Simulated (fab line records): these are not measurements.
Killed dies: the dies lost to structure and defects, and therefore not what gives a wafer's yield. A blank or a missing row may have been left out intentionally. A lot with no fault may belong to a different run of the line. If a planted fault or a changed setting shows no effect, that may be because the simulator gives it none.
A lot that was struck, set against a sound lot :: flow nand-harc :: 15 steps out of a route of 1302
Sound: wafers L633.2, L633.4, L633.6. Struck: wafer L643.6 (left out: L643.3, L643.4 of the same lot, which were not struck); the cause appears at the end.
At each step with rows: each side's tool, then ch and its chambers, then its first start. Under that, the readings that differ: sound wafers :: struck wafers :: difference of the means :: sigmas: that difference in standard deviations of wafers without a fault.
alike: same words and numbers on both sides, and readings whose means sit less than 2 such deviations apart. not compared: any withheld reading, any reading some wafer has no value for, any bound like >300 that may hide the same value, and any number with overlapping values for which the record gives no deviation.
Wherever a step has rows on one side only, a row that says differs or no value, or a row with sigmas, the two part there. Numbers that don't overlap but have no deviation are shown without sigmas and don't part them. A reading missing from all wafers of one side parts the sides only when that side holds two or more wafers.

NHARC_A_DECK1_JOINT_ETCHBACK_00: etches the open film in HBr, target depth 30 nm, time 17.4 s.
  sound on rie-si-06 ch 0,2, day 14 15:07; struck on rie-si-06 ch 0, day 18 12:34
  alike: drypump-motor-current-A, oes-product-au, rf-fwd-power-W, throttle-valve-pct
  not compared: rf-hours-counter-h
then, 8 steps without rows for these wafers: NHARC_A_DECK1_JOINT_PRECLEAN_30 (cleans in SC1); NHARC_A_DECK1_JOINT_SRD_31; NHARC_A_DECK1_JOINT_CVD_34 (deposits SiNx, target thk 20 nm); NHARC_A_DECK1_JOINT_DEP_06 (deposits SiOx, target thk 80 nm); NHARC_A_DECK1_JOINT_CURE_26 (time 32 s); NHARC_A_DECK1_JOINT_ANNEAL_27 (time 3600 s); NHARC_A_DECK1_JOINT_ANNEAL_28 (time 1800 s); NHARC_A_DECK1_JOINT_ANNEAL_29 (time 1800 s).
NHARC_A_DECK1_JOINT_CMP_02: polishes SiOx.
  sound on cmp-01 ch 1,2,3, day 15 11:16; struck on cmp-02 ch 0, day 19 14:26
  alike: motor-current-A, slurry-flow-ml-min
following that, these wafers have no rows for 1 step: NHARC_A_DECK1_JOINT_SRD_15.
NHARC_A_DECK1_JOINT_DEP_16: deposits SiO2, target thk 45 nm.
  sound on pecvd-02 ch 0,1, day 15 11:40; struck on pecvd-04 ch 0, day 19 14:53
  alike: heater-power-w, rf-fwd-power-W, throttle-valve-pct
NHARC_A_DECK1_JOINT_THK_MEAS_17: measures by ellipsometry.
  sound: film-metro-02 at day 15 11:55; struck: film-metro-02 at day 19 15:07
reading: thk-nm (nm)
sound: 42.0 43.5 45.0
struck: 74.5
difference: +31.0
sigmas: +26
NHARC_A_DECK1_JOINT_INSPECT_05:
  sound: defect-inspect-01 at day 15 11:57; struck: defect-inspect-01 at day 19 15:08
  alike: raw-defect-count
NHARC_END_SORT_01:
  the record has rows for the sound wafers here (prober-01 ch 0, day 27 19:17) and none for the struck ones

WHERE THEY PART
At NHARC_A_DECK1_JOINT_THK_MEAS_17 first; at NHARC_END_SORT_01 last (within this record only).

WHY: what the simulator had put in
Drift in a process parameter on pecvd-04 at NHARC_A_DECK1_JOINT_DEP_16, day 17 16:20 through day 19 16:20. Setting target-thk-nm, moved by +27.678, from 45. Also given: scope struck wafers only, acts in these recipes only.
